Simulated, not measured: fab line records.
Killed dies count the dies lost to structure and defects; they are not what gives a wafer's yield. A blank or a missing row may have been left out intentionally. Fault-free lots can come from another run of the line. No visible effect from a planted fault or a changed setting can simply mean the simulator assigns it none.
fab line records	flow n5_finfet
record: lots: 5	wafers: 15	last_day: 17
route steps=1938 shown BEOL_M4@1098 BEOL_M5@1112
lots that met no fault: from a run of the same line without faults
start_h: hours from the record's opening day to when the first of the lot's shown wafers began	wait_h: hours from the lot's prior step to this one	" same as the row above	L1.1+2: a row that stands for several wafers	- no value, or no start given	* or withheld: withheld	< > ~ a bound
route shown NAME@n: NAME is a module with steps in the file, n the number in the route of the first one	usual: mean and standard deviation over wafers with no fault	same: alike in all rows	chamber/n: place in a boat	sites: each site's reading	_std_site: how widely they spread, as a standard deviation	_edge_site: inner sites' mean taken away from outer sites' mean	radius_mm: how far each site lies from the wafer's centre	mask NAME#n: copy n	behind: tool/chamber where the wafer was last shaped	hold: why the lot went on hold/how many hours it stayed there/how the hold came to an end	device: the transistor (n, p or np) that didn't switch	end of line: the route-end tests of the same wafers	where a step has no rows: the recipe by itself	killed: not the wafer's yield, but the dies lost to structure and defects at the first sort	map: a wafer's dies, marking killed ones x, the rest . and places with no die _
set.NAME: the setting the step ran with; set.NAME@STEP: the setting that earlier step ran with	model.NAME: the simulator's own value behind a step, which no gauge read
lots at selected steps of the route; one table per step, one row per wafer
services: when a tool's chamber went out of use (start_h, in hours from the record's first day, below 0 if earlier), for how many hours, and the reason
== steps ==
step: N5_BEOL_M4_SPUTTER_94
recipe: material: Cu	target_thk_a: 45	temp_c: -20	chamber_pressure_pa: 0.07	power_w: withheld	time_s: 8.29
usual: susceptor_temp_C: -20.01/0.1	throttle_valve_pct: 30.0/0.94
lot.wafer	tool	chamber	start_h	wait_h	susceptor_temp_C	throttle_valve_pct
L076.3	pvd_sputter-01	-	181.22	0.1	-19.83	33.2
L076.5	"	-	"	"	-19.94	33.0
L076.6	"	-	"	"	-19.96	31.0
L084.3	pvd_sputter-01	-	232.41	0.1	-20.01	31.0
L084.4	"	-	"	"	-20.03	32.8
L084.6	"	-	"	"	-19.85	33.2
L091.1	pvd_sputter-01	-	262.91	0.1	-19.91	30.8
L091.3	"	-	"	"	-20.02	30.8
L091.6	"	-	"	"	-20.17	33.2
L092.1	pvd_sputter-02	-	271.21	0.1	-20.09	29.2
L092.3	"	-	"	"	-20.13	29.2
L092.6	"	-	"	"	-19.91	30.6
L094.1	pvd_sputter-02	-	293.14	0.1	-20.01	29.4
L094.2	"	-	"	"	-19.96	29.0
L094.4	"	-	"	"	-20.00	30.1
step: N5_BEOL_M4_ANNEAL_95
recipe: temp_c: 400	time_s: 240	ambient: vacuum
usual: heater_power_w: 822/82	susceptor_temp_C: 400.00/0.21	susceptor_temp_C_max: 400.91/0.3
lot.wafer	tool	chamber	start_h	wait_h	heater_power_w	susceptor_temp_C	susceptor_temp_C_max
L076.3	pvd_sputter-01	-	181.30	0.0	803	400.15	400.97
L076.5	"	-	"	"	792	400.48	401.52
L076.6	"	-	"	"	801	400.04	400.68
L084.3	pvd_sputter-01	-	232.49	0.0	1006	400.11	401.51
L084.4	"	-	"	"	842	399.88	400.48
L084.6	"	-	"	"	804	400.06	400.87
L091.1	pvd_sputter-01	-	262.99	0.0	815	400.00	400.81
L091.3	"	-	"	"	984	400.00	400.88
L091.6	"	-	"	"	814	400.12	401.35
L092.1	pvd_sputter-02	-	271.29	0.0	787	399.76	400.79
L092.3	"	-	"	"	718	400.01	401.11
L092.6	"	-	"	"	947	400.23	401.06
L094.1	pvd_sputter-02	-	293.22	0.0	766	400.05	400.82
L094.2	"	-	"	"	724	399.98	401.39
L094.4	"	-	"	"	900	399.66	400.71
step: N5_BEOL_M4_SPUTTER_96
recipe: material: Cu	target_thk_a: 45	temp_c: -20	chamber_pressure_pa: 0.07	power_w: withheld	time_s: 8.29
usual: susceptor_temp_C: -19.99/0.12	throttle_valve_pct: 30.0/0.97
lot.wafer	tool	chamber	start_h	wait_h	susceptor_temp_C	throttle_valve_pct
L076.3	pvd_sputter-01	-	181.44	0.1	-19.95	33.3
L076.5	"	-	"	"	-19.79	33.2
L076.6	"	-	"	"	-19.87	30.8
L084.3	pvd_sputter-01	-	232.63	0.1	-20.04	30.8
L084.4	"	-	"	"	-19.97	33.2
L084.6	"	-	"	"	-20.02	33.1
L091.1	pvd_sputter-01	-	263.13	0.1	-20.02	30.6
L091.3	"	-	"	"	-20.07	30.7
L091.6	"	-	"	"	-20.09	33.2
L092.1	pvd_sputter-02	-	271.43	0.1	-19.95	29.3
L092.3	"	-	"	"	-20.00	28.8
L092.6	"	-	"	"	-19.76	30.4
L094.1	pvd_sputter-02	-	293.36	0.1	-19.85	29.2
L094.2	"	-	"	"	-20.00	28.9
L094.4	"	-	"	"	-20.03	30.0
step: N5_BEOL_M4_ECD_50
recipe: material: Cu	target_thk_a: 3000
lot.wafer	tool	chamber	start_h	wait_h
L076.3+5+6	ecd_cu-02	1,0,1	181.58	0.1
L084.3+4+6	ecd_cu-02	1,0,1	232.77	0.1
L091.1+3+6	ecd_cu-02	1,1,0	263.25	0.1
L092.1+3+6	ecd_cu-01	1,0,0	271.54	0.1
L094.1+2+4	ecd_cu-02	1,0,0	293.48	0.1
step: N5_BEOL_M4_ANNEAL_51
recipe: temp_c: 225	time_s: 90	ambient: N2
usual: anneal_temp_c: 225.02/0.18	wafer_temp_C_max: 226.7/0.34
lot.wafer	tool	chamber	start_h	wait_h	anneal_temp_c	wafer_temp_C_max
L076.3	rtp_anneal-02	0	181.88	0.3	225.17	226.8
L076.5	"	0	"	"	225.30	226.4
L076.6	"	0	"	"	225.04	226.7
L084.3	rtp_anneal-02	0	233.04	0.3	225.11	226.3
L084.4	"	0	"	"	225.04	226.6
L084.6	"	0	"	"	224.97	226.5
L091.1	rtp_anneal-01	0	263.33	0.1	224.92	226.4
L091.3	"	0	"	"	225.14	227.1
L091.6	"	0	"	"	225.15	227.0
L092.1	rtp_anneal-01	0	271.65	0.1	225.21	226.6
L092.3	"	0	"	"	225.37	226.4
L092.6	"	0	"	"	225.27	226.8
L094.1	rtp_anneal-01	0	293.56	0.1	224.84	226.8
L094.2	"	0	"	"	224.74	227.5
L094.4	"	0	"	"	224.96	226.8
step: N5_BEOL_M4_CMP_52
recipe: stop_on: SiOC	t_overpolish_s: 6.8	down_force_psi: 1	platen_rpm: 50	clearing_platen_down_force_psi: 1.5	clearing_platen_rpm: 50	post_cmp_clean: cu_alkaline	target_thk_nm: 40	clearing_platen_pad_velocity_m_s: 0.99484	pad_velocity_m_s: 0.99484
usual: barrier_field_endpoint_s: 24.6/0.74	clearing_platen_rpm: 50.001/0.023	edge_zone_pressure_frac: 1.000/0.0047	motor_current_A: 5.7/0.57	overpolish_run_s: 6.799/0.0097	slurry_filter_dp_kPa: 13.49/0.14	time_to_endpoint_s: 62/3.7
lot.wafer	tool	chamber	start_h	wait_h	barrier_field_endpoint_s	clearing_platen_rpm	edge_zone_pressure_frac	motor_current_A	overpolish_run_s	slurry_filter_dp_kPa	time_to_endpoint_s
L076.3	cmp-03	0	182.33	0.4	23.7	49.996	1.003	5.6	6.785	13.53	57
L076.5	"	1	"	"	23.9	49.989	1.006	5.9	6.790	13.40	60
L076.6	"	2	"	"	24.4	49.992	0.999	6.5	6.801	13.27	59
L084.4	cmp-03	3	233.25	0.1	24.6	49.976	0.995	4.8	6.804	13.55	62
L084.3	"	1	"	"	24.7	49.996	0.996	6.2	6.820	13.43	64
L084.6	"	0	"	"	23.7	50.008	0.999	5.8	6.809	13.54	56
L091.3	cmp-02	0	263.66	0.2	23.4	50.013	1.002	5.3	6.781	13.79	57
L091.1	"	1	"	"	23.9	49.965	0.994	5.2	6.801	13.45	55
L091.6	"	0	"	"	24.2	49.981	1.004	5.3	6.798	13.47	56
L092.1	cmp-01	0	271.95	0.3	24.7	49.962	1.000	5.5	6.798	13.41	67
L092.3	"	1	"	"	24.9	49.996	1.002	7.1	6.814	13.52	65
L092.6	"	0	"	"	24.9	49.994	1.005	5.3	6.806	13.35	66
L094.2	cmp-01	1	293.86	0.2	25.5	50.052	0.995	6.5	6.796	13.39	66
L094.1	"	3	"	"	24.6	50.001	0.995	5.5	6.817	13.53	65
L094.4	"	0	"	"	24.9	49.985	1.005	5.2	6.812	13.38	62
step: N5_BEOL_M4_THK_MEAS_53
recipe: thk_meas_gauge: xrf	reads: Cu_of_BEOL_M4_ECD_50
usual: M4_THK: 39.9/1.5
lot.wafer	tool	chamber	start_h	wait_h	M4_THK[nm]
L076.3	film_metro-01	-	182.52	-	37.7
L076.5	"	-	"	"	41.2
L076.6	"	-	"	"	37.6
L084.3	film_metro-01	-	233.54	-	40.1
L084.4	"	-	"	"	41.9
L084.6	"	-	"	"	39.6
L091.1	film_metro-02	-	263.92	-	35.7
L091.3	"	-	"	"	37.2
L091.6	"	-	"	"	39.3
L092.1	film_metro-01	-	272.25	-	40.7
L092.3	"	-	"	"	38.6
L092.6	"	-	"	"	40.9
L094.1	film_metro-01	-	294.15	-	41.7
L094.2	"	-	"	"	42.4
L094.4	"	-	"	"	39.7
step: N5_BEOL_M4_PRE_CLEAN_60
recipe: gas: NH3/H2	time_s: 15	temp_c: *	rf_power_w: 300
usual: heater_power_outer_w: 22/17	heater_power_w: 88/30	susceptor_temp_C: *
lot.wafer	tool	chamber	start_h	wait_h	heater_power_outer_w	heater_power_w	susceptor_temp_C
L076.3	cvd_co-01	1	182.59	0.1	17	71	*
L076.5	"	2	"	"	14	74	*
L076.6	"	1	"	"	18	71	*
L084.3	cvd_co-01	1	233.58	0.0	17	73	*
L084.4	"	0	"	"	54	145	*
L084.6	"	2	"	"	14	77	*
L091.1	cvd_co-01	1	263.95	0.0	17	73	*
L091.3	"	2	"	"	13	76	*
L091.6	"	2	"	"	14	75	*
L092.1	cvd_co-02	2	272.28	0.0	2	60	*
L092.3	"	1	"	"	13	68	*
L092.6	"	0	"	"	27	98	*
L094.1	cvd_co-02	2	294.19	0.0	2	61	*
L094.2	"	0	"	"	27	99	*
L094.4	"	1	"	"	13	70	*
step: N5_BEOL_M4_CO_CAP_55
recipe: material: Co	target_thk_a: 20	temp_c: 200	precursor: CCTBA/H2	pressure_torr: 30	time_s: 102.1
usual: heater_power_outer_w: 125/21	heater_power_w: 239/37	susceptor_temp_C: 200.00/0.17
lot.wafer	tool	chamber	start_h	wait_h	heater_power_outer_w	heater_power_w	susceptor_temp_C
L076.3	cvd_co-01	1	182.63	0.0	118	215	200.21
L076.5	"	2	"	"	111	227	199.71
L076.6	"	1	"	"	118	215	200.12
L084.3	cvd_co-01	1	233.62	0.0	119	219	199.92
L084.4	"	0	"	"	165	301	200.21
L084.6	"	2	"	"	115	221	200.28
L091.1	cvd_co-01	1	263.99	0.0	118	217	200.27
L091.3	"	2	"	"	113	219	200.15
L091.6	"	2	"	"	113	225	200.11
L092.1	cvd_co-02	2	272.32	0.0	100	202	199.75
L092.3	"	1	"	"	115	213	199.89
L092.6	"	0	"	"	135	242	199.94
L094.1	cvd_co-02	2	294.23	0.0	101	201	199.99
L094.2	"	0	"	"	130	254	200.08
L094.4	"	1	"	"	114	216	200.17
step: N5_BEOL_M4_PRE_CLEAN_56
recipe: gas: NH3	time_s: 15	temp_c: withheld	rf_power_w: 300
lot.wafer	tool	chamber	start_h	wait_h
L076.3+5+6	pecvd-01	2,0,2	182.73	0.1
L084.3+4+6	pecvd-02	0,1,1	233.72	0.1
L091.1+3+6	pecvd-02	1,0,1	264.09	0.1
L092.1+3+6	pecvd-04	2,1,1	272.41	0.1
L094.1+2+4	pecvd-02	1,2,0	294.32	0.1
step: N5_BEOL_M4_DEP_57
recipe: material: SiCN	target_thk_a: 80	temp_c: withheld	precursor: 3MS/NH3	pressure_torr: 3	rf_w: 202	time_s: 14
usual: showerhead_plenum_p_Torr: 3.652/0.012	throttle_valve_pct: 9.1/0.5
lot.wafer	tool	chamber	start_h	wait_h	showerhead_plenum_p_Torr	throttle_valve_pct
L076.3	pecvd-01	2	182.77	0.0	3.637	8.2
L076.5	"	0	"	"	3.672	9.6
L076.6	"	2	"	"	3.643	8.1
L084.3	pecvd-02	0	233.76	0.0	3.651	8.9
L084.4	"	1	"	"	3.647	9.1
L084.6	"	1	"	"	3.646	8.8
L091.1	pecvd-02	1	264.11	0.0	3.637	9.0
L091.3	"	0	"	"	3.645	8.8
L091.6	"	1	"	"	3.652	9.1
L092.1	pecvd-04	2	272.44	0.0	3.661	9.0
L092.3	"	1	"	"	3.642	10.1
L092.6	"	1	"	"	3.650	9.9
L094.1	pecvd-02	1	294.35	0.0	3.639	9.1
L094.2	"	2	"	"	3.679	8.6
L094.4	"	0	"	"	3.650	9.1
step: N5_BEOL_M4_RS_MEAS_58
recipe: thk_meas_gauge: four-point-probe	reads: Co_of_BEOL_M4_CO_CAP_55+Cu_of_BEOL_M4_ECD_50+Co_of_BEOL_M4_CVD_47+TaN_of_BEOL_M4_ALD_84
usual: M4_RS: 0.67/0.033
lot.wafer	tool	chamber	start_h	wait_h	M4_RS[ohm/sq]
L076.3	film_metro-02	-	182.84	0.1	0.72
L076.5	"	-	"	"	0.64
L076.6	"	-	"	"	0.72
L084.3	film_metro-01	-	233.83	0.1	0.67
L084.4	"	-	"	"	0.63
L084.6	"	-	"	"	0.68
L091.1	film_metro-01	-	264.18	0.0	0.76
L091.3	"	-	"	"	0.72
L091.6	"	-	"	"	0.67
L092.1	film_metro-01	-	272.51	0.0	0.64
L092.3	"	-	"	"	0.69
L092.6	"	-	"	"	0.64
L094.1	film_metro-01	-	294.41	0.0	0.63
L094.2	"	-	"	"	0.62
L094.4	"	-	"	"	0.67
step: N5_BEOL_M4_INSPECT_59
recipe: inspect_instrument: darkfield	mode: post_dep
usual: raw_defect_count: 70/23
lot.wafer	tool	chamber	start_h	wait_h	raw_defect_count
L076.3	defect_inspect-02	-	182.87	0.0	60
L076.5	"	-	"	"	64
L076.6	"	-	"	"	76
L084.3	defect_inspect-01	-	233.86	0.0	67
L084.4	"	-	"	"	87
L084.6	"	-	"	"	81
L091.1	defect_inspect-01	-	264.20	0.0	51
L091.3	"	-	"	"	50
L091.6	"	-	"	"	55
L092.1	defect_inspect-01	-	272.53	0.0	60
L092.3	"	-	"	"	55
L092.6	"	-	"	"	75
L094.1	defect_inspect-01	-	294.44	0.0	62
L094.2	"	-	"	"	82
L094.4	"	-	"	"	69
step: N5_BEOL_M4_RC_MEAS_101
usual: DIBL_N: 36.8/2.1	DIBL_P: 37.1/2.2	IOFF_N: 0.18/0.037	IOFF_P: 0.23/0.041	ION_N: 682/13	ION_P: 467/8.6	SS_N: 71.7/0.61	SS_P: 73.5/0.6	VT_N: 248/3.4	VT_P: -249/3.5
lot.wafer	tool	chamber	start_h	wait_h	DIBL_N[mV/V]	DIBL_P[mV/V]	IOFF_N[nA/um]	IOFF_P[nA/um]	ION_N[uA/um]	ION_P[uA/um]	SS_N[mV/dec]	SS_P[mV/dec]	VT_N[mV]	VT_P[mV]
L076.3	prober-01	0	183.20	0.3	32.4	32.9	0.10	0.14	651	443	70.8	72.1	255	-257
L076.5	"	0	"	"	35.7	37.0	0.14	0.18	665	455	71.1	73.1	250	-256
L076.6	"	0	"	"	35.5	37.1	0.15	0.19	673	457	71.2	72.5	253	-254
L084.3	prober-02	0	234.19	0.3	36.3	38.2	0.17	0.20	684	463	71.8	74.1	247	-252
L084.4	"	0	"	"	36.8	39.4	0.20	0.22	703	478	71.8	74.2	246	-251
L084.6	"	0	"	"	36.6	38.9	0.18	0.21	701	470	71.6	73.7	246	-252
L091.1	prober-02	0	264.23	0.0	37.7	38.2	0.18	0.28	679	470	72.0	74.0	248	-245
L091.3	"	0	"	"	34.7	32.9	0.13	0.18	665	456	71.1	73.3	250	-251
L091.6	"	0	"	"	36.5	35.6	0.16	0.23	658	463	71.5	73.6	253	-246
L092.1	prober-02	0	272.56	0.0	34.5	34.5	0.13	0.18	668	460	72.1	72.7	251	-252
L092.3	"	0	"	"	33.6	33.3	0.12	0.17	674	463	71.5	73.3	252	-254
L092.6	"	0	"	"	33.9	33.5	0.13	0.18	682	469	70.9	72.6	251	-250
L094.1	prober-02	0	294.46	0.0	36.7	35.3	0.16	0.19	672	453	72.0	73.0	253	-251
L094.2	"	0	"	"	34.5	34.7	0.14	0.19	665	464	70.5	73.2	250	-255
L094.4	"	0	"	"	35.5	35.2	0.16	0.19	685	463	71.5	73.2	247	-251
step: N5_BEOL_M5_ILD_DEP_00
recipe: material: SiCOH_lowk	target_thk_a: 1406.4	temp_c: 300	precursor: DEMS/porogen	pressure_torr: 5	rf_w: 500	time_s: 25.9
usual: heater_power_outer_w: 160/35	heater_power_w: 336/43	showerhead_plenum_p_Torr: 5.730/0.016	susceptor_temp_C: 300.03/0.21	throttle_valve_pct: 13.8/0.86
lot.wafer	tool	chamber	start_h	wait_h	heater_power_outer_w	heater_power_w	showerhead_plenum_p_Torr	susceptor_temp_C	throttle_valve_pct
L076.3	pecvd-03	0	183.86	0.5	154	300	5.726	299.94	13.8
L076.5	"	2	"	"	215	380	5.753	299.94	12.1
L076.6	"	0	"	"	156	307	5.729	300.14	13.7
L084.3	pecvd-01	1	234.84	0.5	185	353	5.735	300.13	13.2
L084.4	"	1	"	"	184	349	5.731	300.16	13.3
L084.6	"	0	"	"	142	330	5.742	299.91	14.5
L091.1	pecvd-01	1	265.19	0.8	150	316	5.756	299.80	13.4
L091.3	"	0	"	"	140	327	5.721	300.36	14.9
L091.6	"	1	"	"	150	320	5.758	300.02	13.2
L092.1	pecvd-04	0	273.52	0.8	165	349	5.741	299.96	14.5
L092.3	"	1	"	"	141	306	5.712	299.96	14.9
L092.6	"	0	"	"	167	352	5.728	299.65	14.3
L094.1	pecvd-01	1	295.43	0.8	152	312	5.770	300.23	13.3
L094.2	"	0	"	"	136	330	5.732	300.06	14.9
L094.4	"	2	"	"	185	392	5.707	299.33	13.1
step: N5_BEOL_M5_CURE_79
recipe: temp_c: 385	time_s: 240	ambient: He/Ar	material: SiCOH_lowk
usual: lamp_power_pct: 52.32/0.053	wafer_temp_C_max: 386.8/0.62
lot.wafer	tool	chamber	start_h	wait_h	lamp_power_pct	wafer_temp_C_max
L076.3	uv_cure-03	2	184.08	0.2	52.30	387.9
L076.5	"	2	"	"	52.38	387.4
L076.6	"	2	"	"	52.36	386.7
L084.3	uv_cure-01	2	235.07	0.2	52.37	386.3
L084.4	"	2	"	"	52.33	386.2
L084.6	"	2	"	"	52.32	386.3
L091.1	uv_cure-02	2	265.25	0.0	52.34	385.8
L091.3	"	2	"	"	52.35	386.0
L091.6	"	2	"	"	52.31	385.8
L092.1	uv_cure-02	2	273.58	0.0	52.32	386.3
L092.3	"	2	"	"	52.22	385.6
L092.6	"	2	"	"	52.23	386.0
L094.1	uv_cure-03	0	295.49	0.0	52.28	386.4
L094.2	"	0	"	"	52.33	386.4
L094.4	"	0	"	"	52.30	387.5
step: N5_BEOL_M5_THK_MEAS_01
recipe: reads: SiCOH_lowk_of_BEOL_M5_ILD_DEP_00
usual: M5_ILD_THK: 121.0/1.7
lot.wafer	tool	chamber	start_h	wait_h	M5_ILD_THK[nm]
L076.3	film_metro-01	-	184.43	0.3	119.0
L076.5	"	-	"	"	121.9
L076.6	"	-	"	"	119.9
L084.3	film_metro-01	-	235.42	0.3	118.7
L084.4	"	-	"	"	119.6
L084.6	"	-	"	"	121.1
L091.1	film_metro-01	-	266.24	0.8	119.0
L091.3	"	-	"	"	120.3
L091.6	"	-	"	"	120.5
L092.1	film_metro-02	-	274.57	0.8	121.3
L092.3	"	-	"	"	116.8
L092.6	"	-	"	"	122.1
L094.1	film_metro-02	-	296.00	0.4	116.9
L094.2	"	-	"	"	119.5
L094.4	"	-	"	"	120.1
step: N5_BEOL_M5_PECVD_70
recipe: material: SiO2	target_thk_a: 160	temp_c: 400	precursor: TEOS/O2	pressure_torr: 5.5	rf_w: 450	teos_flow_sccm: 53.8	gas: O2	flow_sccm: 3000	time_s: 18
usual: heater_power_outer_w: 454/72	heater_power_w: 757/83	showerhead_plenum_p_Torr: 8.75/0.065	susceptor_temp_C: 399.97/0.22	throttle_valve_pct: 22.2/1.4
lot.wafer	tool	chamber	start_h	wait_h	heater_power_outer_w	heater_power_w	showerhead_plenum_p_Torr	susceptor_temp_C	throttle_valve_pct
L076.3	pecvd-03	2	184.47	0.0	565	870	8.81	399.73	19.8
L076.5	"	1	"	"	415	701	8.83	400.17	22.3
L076.6	"	2	"	"	569	855	8.80	399.96	19.6
L084.3	pecvd-03	1	235.45	0.0	376	648	8.83	399.92	22.4
L084.4	"	0	"	"	391	628	8.72	400.03	22.4
L084.6	"	1	"	"	372	643	8.83	399.67	22.2
L091.1	pecvd-01	0	266.28	0.0	366	669	8.76	399.76	24.2
L091.3	"	2	"	"	537	878	8.67	399.95	20.7
L091.6	"	1	"	"	427	678	8.85	399.85	21.2
L092.1	pecvd-04	1	274.61	0.0	465	769	8.71	399.78	24.1
L092.3	"	2	"	"	369	713	8.74	400.16	22.0
L092.6	"	2	"	"	364	732	8.71	399.58	22.1
L094.1	pecvd-01	2	296.04	0.0	532	889	8.64	400.04	20.9
L094.2	"	0	"	"	421	744	8.77	399.84	23.8
L094.4	"	1	"	"	484	795	8.84	400.06	21.5
step: N5_BEOL_M5_HM_DEP_02
recipe: material: TiN	target_thk_a: 200	temp_c: 25	chamber_pressure_pa: 0.49996
usual: susceptor_temp_C: 24.99/0.12	throttle_valve_pct: 30.6/1.1
lot.wafer	tool	chamber	start_h	wait_h	susceptor_temp_C	throttle_valve_pct
L076.3	pvd_sputter-03	-	185.16	0.7	24.98	30.0
L076.5	"	-	"	"	25.12	30.0
L076.6	"	-	"	"	24.83	29.9
L084.3	pvd_sputter-01	-	237.73	2.3	24.80	30.6
L084.4	"	-	"	"	25.05	30.1
L084.6	"	-	"	"	25.02	33.2
L091.1	pvd_sputter-03	-	267.31	1.0	25.06	30.3
L091.3	"	-	"	"	25.22	29.0
L091.6	"	-	"	"	24.92	30.2
L092.1	pvd_sputter-03	-	276.33	1.7	24.99	29.0
L092.3	"	-	"	"	24.96	29.9
L092.6	"	-	"	"	25.08	29.6
L094.1	pvd_sputter-01	-	296.34	0.3	24.87	30.8
L094.2	"	-	"	"	24.95	30.7
L094.4	"	-	"	"	25.05	33.0
step: N5_BEOL_M5_COAT_59
recipe: resist: SOC	temp_c: 250	time_s: 60	spin_rpm: 1500	resist_thk_nm: 60
usual: exhaust_pa: 45.0/0.74	plate_temp_C: 250.00/0.17	spin_speed_rpm: 1500.0/0.82
lot.wafer	tool	chamber	start_h	wait_h	exhaust_pa	plate_temp_C	spin_speed_rpm
L076.3	litho_track-03	0	185.28	0.1	44.3	250.25	1499.8
L076.5	"	0	"	"	44.7	250.01	1500.5
L076.6	"	0	"	"	46.3	249.97	1499.9
L084.3	litho_track-01	0	237.86	0.1	45.9	250.00	1500.1
L084.4	"	0	"	"	45.3	249.97	1498.4
L084.6	"	0	"	"	46.4	250.01	1499.0
L091.1	litho_track-01	0	267.80	0.4	43.9	250.05	1499.9
L091.3	"	0	"	"	45.4	250.34	1499.8
L091.6	"	0	"	"	45.0	250.01	1500.1
L092.1	litho_track-01	0	276.46	0.1	45.9	250.15	1499.8
L092.3	"	0	"	"	46.2	249.56	1499.9
L092.6	"	0	"	"	45.9	250.10	1500.3
L094.1	litho_track-03	0	296.47	0.1	45.2	250.15	1498.6
L094.2	"	0	"	"	44.9	250.10	1499.9
L094.4	"	0	"	"	45.2	250.04	1499.7
step: N5_BEOL_M5_COAT_60
recipe: resist: SiARC	temp_c: 220	time_s: 60	spin_rpm: 1500	resist_thk_nm: 12
usual: exhaust_pa: 45.0/0.89	plate_temp_C: 220.01/0.17	spin_speed_rpm: 1500.1/0.85
lot.wafer	tool	chamber	start_h	wait_h	exhaust_pa	plate_temp_C	spin_speed_rpm
L076.3	litho_track-03	0	-	-	45.9	220.05	1498.7
L076.5	"	0	"	"	47.8	220.33	1500.0
L076.6	"	0	"	"	45.9	220.04	1500.0
L084.3	litho_track-01	0	-	-	47.4	220.10	1500.4
L084.4	"	0	"	"	46.6	219.88	1500.9
L084.6	"	0	"	"	44.2	219.93	1500.9
L091.1	litho_track-01	0	-	-	46.1	219.82	1500.2
L091.3	"	0	"	"	44.4	220.13	1500.2
L091.6	"	0	"	"	44.5	220.05	1500.2
L092.1	litho_track-01	0	-	-	45.4	219.86	1501.2
L092.3	"	0	"	"	45.6	219.86	1500.0
L092.6	"	0	"	"	45.3	219.93	1500.3
L094.1	litho_track-03	0	-	-	45.3	219.68	1499.6
L094.2	"	0	"	"	45.5	220.25	1500.4
L094.4	"	0	"	"	45.9	220.04	1498.9
== services ==
tool	chamber	start_h	hours	kind
uv_cure-02	-	159.15	28.1	pm
rtp_anneal-02	-	159.76	6.4	pm
cvd_co-01	-	168.74	6.0	pm
ecd_cu-01	-	170.37	1.0	repair
pecvd-01	1	171.12	15.5	repair
cmp-01	-	189.44	2.1	repair
uv_cure-02	-	190.28	1.0	pm
pecvd-03	-	191.07	6.0	pm
cmp-03	-	198.60	4.6	pm
pecvd-01	-	202.24	14.6	pm
ecd_cu-02	-	202.90	2.2	repair
cmp-03	-	204.47	0.6	repair
cmp-03	-	218.22	5.1	pm
cvd_co-01	-	222.89	3.0	repair
cmp-01	-	223.82	5.5	pm
cmp-03	-	224.05	0.2	repair
pecvd-01	-	229.03	2.8	pm
pecvd-03	-	237.63	2.8	pm
pecvd-03	-	242.42	0.2	repair
pecvd-04	-	245.96	0.8	repair
uv_cure-03	-	246.03	7.1	pm
cmp-03	-	247.08	1.8	repair
pecvd-01	-	249.04	1.0	repair
pecvd-01	-	292.99	1.4	repair
== key ==
fault none
